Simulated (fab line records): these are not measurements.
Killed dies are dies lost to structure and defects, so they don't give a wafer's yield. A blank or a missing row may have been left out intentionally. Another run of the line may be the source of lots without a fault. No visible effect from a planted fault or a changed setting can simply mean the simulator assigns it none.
Matching of chambers + flow n5_finfet + N5_FIN_SAQP_ALD_61 on ald_sin-03: 4 sister chambers
The step deposits SiO2, target thk 4 nm, pulse time 1 s, purge time 2 s. 16 wafers are shown with their chamber, then 8 later ones without.

WAFERS PAIRED WITH THEIR CHAMBERS
| wafer  | chamber | heater_power_w (W) | precursor_pulse_height_rel |
|--------|---------|--------------------|----------------------------|
| L074.1 | 3       | 499                | 0.993                      |
| L074.4 | 0       | 468                | 0.993                      |
| L074.6 | 0       | 463                | 0.991                      |
| L075.2 | 0       | 468                | 0.984                      |
| L075.4 | 2       | 418                | 0.965                      |
| L075.5 | 0       | 469                | 0.993                      |
| L078.1 | 3       | 501                | 1.024                      |
| L078.2 | 0       | 475                | 1.003                      |
| L078.4 | 2       | 423                | 0.975                      |
| L081.3 | 3       | 503                | 1.006                      |
| L081.4 | 0       | 473                | 0.996                      |
| L081.6 | 1       | 465                | 0.993                      |
| L086.1 | 2       | 419                | 0.991                      |
| L086.2 | 1       | 464                | 0.981                      |
| L086.3 | 3       | 499                | 0.987                      |
| L089.1 | 0       | 476                | 0.959                      |

SIGNATURES, as means of the wafers listed above
| reading                    | chamber 0 | chamber 1 | chamber 2 | chamber 3 | scatter within a chamber |
|----------------------------|-----------|-----------|-----------|-----------|--------------------------|
| heater_power_w             | 470.29    | 464.50    | 420.00    | 500.50    | 3.57                     |
| precursor_pulse_height_rel | 0.98843   | 0.98700   | 0.97700   | 1.00250   | 0.0142                   |
Rule: a wafer's distance from a chamber is the root of the sum, over the readings, of the square of ((its reading less the chamber's mean) divided by the reading's scatter). If the next closest chamber is less than 2 further off than the closest, the wafer can't be placed; otherwise it belongs to the closest. How the scatter is found: for the shown wafers, subtract from each reading the mean of its chamber, square and add these, divide the total by (wafers less chambers), then take the root.

WAFERS WITHOUT THEIR CHAMBER
| wafer  | heater_power_w (W) | precursor_pulse_height_rel |
|--------|--------------------|----------------------------|
| L089.4 | 457                | 0.996                      |
| L089.6 | 498                | 0.983                      |
| L093.2 | 427                | 1.027                      |
| L093.4 | 470                | 0.991                      |
| L093.6 | 493                | 1.020                      |
| L097.1 | 480                | 0.979                      |
| L097.3 | 503                | 1.027                      |
| L097.6 | 498                | 1.003                      |

CHAMBER TAKEN BY EACH
| wafer  | from the rows above     | in truth |
|--------|-------------------------|----------|
| L089.4 | can't be placed: 1 or 0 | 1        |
| L089.6 | 3                       | 3        |
| L093.2 | 2                       | 2        |
| L093.4 | can't be placed: 0 or 1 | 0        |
| L093.6 | 3                       | 3        |
| L097.1 | can't be placed: 0 or 1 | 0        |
| L097.3 | 3                       | 3        |
| L097.6 | 3                       | 3        |
Correct placement for 5 of the 8. From these rows, 3 cannot be placed; in 3 the true chamber is one of the candidates. Wrongly placed: 0.
